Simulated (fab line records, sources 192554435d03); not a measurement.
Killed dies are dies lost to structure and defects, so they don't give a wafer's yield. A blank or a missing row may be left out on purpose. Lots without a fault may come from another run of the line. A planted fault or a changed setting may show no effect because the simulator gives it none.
Split-lot experiment | flow n5_finfet | 4 lots, 21 wafers read, on a route of 1938 steps

THE SPLIT
At N5_BEOL_M8_COAT_63 (time 60 s, resist thk 60 nm), the setting spin_rpm was moved away from the recipe's 1500 rpm on 9 of the 21 wafers read, by -8.3% to -4.8%. The other wafers ran this setting at the recipe's value.

FROM THE SPLIT TO THE READING: what the file shows between them, 7 steps
- N5_BEOL_M8_COAT_64: time 60 s, resist thk 12 nm
- N5_BEOL_M8_COAT_71: time 60 s, resist thk 5 nm
- N5_BEOL_M8_ETCH_72: etches underlayer in N2/H2, target depth 6.5 nm, time 5.2 s
- N5_BEOL_M8_ETCH_65: etches SiARC in CF4, target depth 15.6 nm, time 26 s
- N5_BEOL_M8_ETCH_66: etches SOC in N2/H2, target depth 80 nm, overetch 16 nm, time 120 s
- N5_BEOL_M8_STRIP_69: strips in N2/H2
- N5_BEOL_M8_STRIP_73: strips in N2/H2

THE READING
SOC_of_BEOL_M8_COAT_63.thk_nm (the simulator's own value, which no gauge read), in nm, at N5_BEOL_M8_VIA_ETCH_34 (etches SiCOH lowk in C4F6/O2, target depth 125.5 nm, time 50.5 s). The file gives no usual value for it. The 12 wafers here that ran the recipe average 54.0 nm, standard deviation 0.19 nm.

wafer  | tool, chamber at the split | spin_rpm as run, rpm | against the recipe | SOC_of_BEOL_M8_COAT_63.thk_nm, nm | against lot-mates on the recipe
L081.4 | litho_track-01, 0          | 1500                 | recipe             | 54.4                              | -
L081.5 | litho_track-01, 0          | 1500                 | recipe             | 53.8                              | -
L081.6 | litho_track-01, 0          | 1500                 | recipe             | 54                                | -
L079.1 | litho_track-03, 0          | 1500                 | recipe             | 53.6                              | -
L079.2 | litho_track-03, 0          | 1500                 | recipe             | 54                                | -
L079.3 | litho_track-03, 0          | 1428                 | -4.8%              | 55                                | +1.1
L079.4 | litho_track-03, 0          | 1428                 | -4.8%              | 55.8                              | +1.9
L079.5 | litho_track-03, 0          | 1428                 | -4.8%              | 55.6                              | +1.7
L079.6 | litho_track-03, 0          | 1500                 | recipe             | 54.2                              | -
L089.1 | litho_track-01, 0          | 1500                 | recipe             | 54                                | -
L089.3 | litho_track-01, 0          | 1500                 | recipe             | 54                                | -
L089.6 | litho_track-01, 0          | 1500                 | recipe             | 54                                | -
L089.2 | litho_track-01, 0          | 1384                 | -7.7%              | 56.6                              | +2.6
L089.4 | litho_track-01, 0          | 1384                 | -7.7%              | 56                                | +2.0
L089.5 | litho_track-01, 0          | 1384                 | -7.7%              | 56                                | +2.0
L087.1 | litho_track-05, 0          | 1375                 | -8.3%              | 56                                | +2.1
L087.2 | litho_track-05, 0          | 1375                 | -8.3%              | 56.4                              | +2.5
L087.3 | litho_track-05, 0          | 1500                 | recipe             | 53.8                              | -
L087.4 | litho_track-05, 0          | 1500                 | recipe             | 54                                | -
L087.5 | litho_track-05, 0          | 1500                 | recipe             | 54                                | -
L087.6 | litho_track-05, 0          | 1375                 | -8.3%              | 56.6                              | +2.7

THE FIT
A straight line over all 21 wafers: SOC_of_BEOL_M8_COAT_63.thk_nm changes by -0.287 nm for each +1% of spin_rpm; r = -0.97; the points scatter about the line by 0.26 nm.
The same after taking each lot's own level away (the mean of its wafers on the recipe; 21 wafers): -0.29 nm for each +1%; r = -0.97; scatter 0.26 nm.
On that fit, the largest move of spin_rpm shifts the reading by 2.4 nm.
The lots' own levels span 53.93 to 54.07 nm, that is 0.7 times the standard deviation above.
So the lot-to-lot level changes the slope little: the two slopes agree.
Check: with one of the wafers moved furthest among these (-8.3%) left out of the fit, the line predicts +2.49 nm for it against its lot-mates. It came out at +2.07 nm against them.

OTHER SPLITS ON THESE WAFERS
These wafers also went through other splits before the reading. Each is held against what the fit with the lots' levels taken away leaves over:
other split on the same wafers | wafers away from the commonest value | r with SOC_of_BEOL_M8_COAT_63.thk_nm (lot level and that fit taken away)
N5_BEOL_M3_ETCH_64 time_s      | 3                                    | +0.44
N5_BEOL_M3_ALD_98 ald_cycles   | 9                                    | +0.05
N5_BEOL_M4_DESCUM_33 time_s    | 9                                    | +0.06
N5_BEOL_M7_COAT_60 spin_rpm    | 6                                    | -0.18

THE WHOLE CHAIN: every reading that the file lists as answering this split, in the file's order
step                   | what it does                                                        | reading                                                                        | change (the file's fit)               | r (the file's)
N5_BEOL_M8_COAT_63     | time 60 s, resist thk 60 nm                                         | SOC_of_BEOL_M8_COAT_63.thk_nm (the simulator's own value, which no gauge read) | -0.318 nm for each +1% of the setting | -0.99
N5_BEOL_M8_ETCH_66     | etches SOC in N2/H2, target depth 80 nm, overetch 16 nm, time 120 s | etch.depth_nm (the simulator's own value, which no gauge read)                 | -0.314 nm for each +1% of the setting | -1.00
N5_BEOL_M8_VIA_ETCH_34 | etches SiCOH lowk in C4F6/O2, target depth 125.5 nm, time 50.5 s    | SOC_of_BEOL_M8_COAT_63.thk_nm (the simulator's own value, which no gauge read) | -0.291 nm for each +1% of the setting | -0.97

THE FILE'S OWN FIT
SOC_of_BEOL_M8_COAT_63.thk_nm changes by -0.291 nm for each +1% of spin_rpm, r = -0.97.
